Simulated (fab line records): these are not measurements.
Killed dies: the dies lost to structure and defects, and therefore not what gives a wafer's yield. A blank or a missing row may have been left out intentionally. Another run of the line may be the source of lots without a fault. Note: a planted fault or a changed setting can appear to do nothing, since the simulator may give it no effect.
The same fault as seen by 2 desks / flow nandHarc / numbers are kept per desk, each desk with only its own; the story behind them comes last

TOOL OWNER'S DESK, pecvdOnon-02
The tool's own readings at NHARC_A_ONON_D2_DEP_28 (target thk 1000 nm): means of the sampled wafers that have a number, for each lot that ran on this tool. Any lot whose mean is over 4 standard deviations away from the usual mean is out of limits and marked OUT; that distance is given in the brackets.
Columns: A = n2oFlowSccm at NHARC_A_ONON_D2_DEP_28, usual 2000 sccm; B = nh3FlowSccm at NHARC_A_ONON_D2_DEP_28, usual 500.2 sccm
lot=L128; first seen here=day 13 07:46; A=2004; B=497.9
lot=L129; first seen here=day 13 13:54; A=1999; B=498.0
lot=L136; first seen here=day 17 06:02; A=2005; B=499.1
lot=L140; first seen here=day 18 18:31; A=2001; B=500.8
lot=L146; first seen here=day 20 20:13; A=1996; B=500.6
lot=L149; first seen here=day 21 22:06; A=1997; B=498.6
This desk's finding: nothing out of limits on any of the 6 lots.

FROM THE METROLOGY DESK
Means of the sampled wafers that have a number, per lot and without regard to the tool the lot ran on: this is what the gauges read. Any lot whose mean is over 4 standard deviations away from the usual mean is out of limits and marked OUT; that distance is given in the brackets.
Columns: A = thkNm at NHARC_A_DECK1_JOINT_THK_MEAS_14, usual 51.4 nm; B = thkNm at NHARC_A_ONON_D2_THK_MEAS_30, usual 998 nm
lot=L127; first seen here=day 11 06:02; A=50.3; B=1011
lot=L128; first seen here=day 11 17:02; A=52.0; B=989
lot=L129; first seen here=day 12 02:40; A=51.8; B=1016
lot=L132; first seen here=day 12 22:49; A=50.2; B=1011
lot=L136; first seen here=day 15 14:07; A=50.5; B=985
lot=L139; first seen here=day 16 08:12; A=51.8; B=993
lot=L140; first seen here=day 17 05:43; A=52.8; B=1008
lot=L142; first seen here=day 17 18:16; A=51.1; B=989
lot=L146; first seen here=day 19 06:45; A=49.9; B=1035
lot=L147; first seen here=day 19 23:22; A=51.6; B=1007
lot=L149; first seen here=day 20 10:27; A=52.3; B=1059 (+4.7) OUT
lot=L150; first seen here=day 20 21:47; A=52.1; B=1004
This desk's verdict: out of limits on L149, starting with L149 at day 21 22:37 (thkNm at NHARC_A_ONON_D2_THK_MEAS_30). Within limits: L127, L128, L129, L132, L136, L139, L140, L142, L146, L147, L150.

TAKEN TOGETHER
An alarm was possible from the metrology desk at day 21 22:37, on L149.
Nothing out of limits was seen by the tool owner's desk.
On record at the tool owner's desk: L149, within its limits.
Every lot named ran NHARC_A_ONON_D2_DEP_28 on pecvdOnon-02.

WHAT THE SIMULATOR HAD INSERTED
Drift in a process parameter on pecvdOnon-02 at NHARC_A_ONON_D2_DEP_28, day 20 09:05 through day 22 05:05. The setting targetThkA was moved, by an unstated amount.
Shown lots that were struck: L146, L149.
Per desk, hours elapsed from the start of the fault to the first reading out of limits: for the metrology desk, 38.
